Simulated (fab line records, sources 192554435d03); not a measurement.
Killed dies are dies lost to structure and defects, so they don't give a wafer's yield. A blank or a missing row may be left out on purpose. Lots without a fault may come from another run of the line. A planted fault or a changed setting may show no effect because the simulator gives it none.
Chamber matching | flow n5_finfet | N5_SPACER0_ALD_00 on ald_sin-03: 4 sister chambers
The step deposits SiOCN, target thk 3.5 nm, pulse time 3 s, purge time 2 s. 4 wafers are shown with their chamber, then 9 later ones without.

WAFERS WITH THEIR CHAMBER
wafer  | chamber | heater_power_w (W)
L087.4 | 3       | 934
L087.5 | 2       | 787
L088.3 | 1       | 805
L088.6 | 0       | 787

WAFERS WITHOUT THEIR CHAMBER
wafer  | heater_power_w (W)
L089.3 | 794
L089.4 | 786
L089.6 | 948
L092.2 | 781
L092.4 | 813
L092.5 | 798
L094.2 | 784
L094.4 | 941
L094.6 | 952

WHICH CHAMBER EACH WENT THROUGH
wafer  | from the rows above          | in truth
L089.3 | can't be placed: 0 or 2 or 1 | 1
L089.4 | can't be placed: 0 or 2 or 1 | 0
L089.6 | 3                            | 3
L092.2 | can't be placed: 0 or 2 or 1 | 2
L092.4 | can't be placed: 1 or 0 or 2 | 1
L092.5 | can't be placed: 1 or 0 or 2 | 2
L094.2 | can't be placed: 0 or 2 or 1 | 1
L094.4 | 3                            | 3
L094.6 | 3                            | 3
Placed correctly: 3 of 9. Can't be placed from these rows: 6 (the true chamber is among the candidates in 6). Placed wrongly: 0.
How it was worked out, from the rows above alone: a wafer's distance from a chamber is the root of the sum, over the readings, of the square of ((its reading less the chamber's mean) divided by the reading's scatter). The wafer belongs to the nearest chamber; if the next one is less than 2 further off, it can't be placed. A chamber's mean is the mean of its shown wafers. The scatter: with one shown wafer a chamber, the root of the mean of the squares of how far each hidden wafer lies from its nearest shown one.
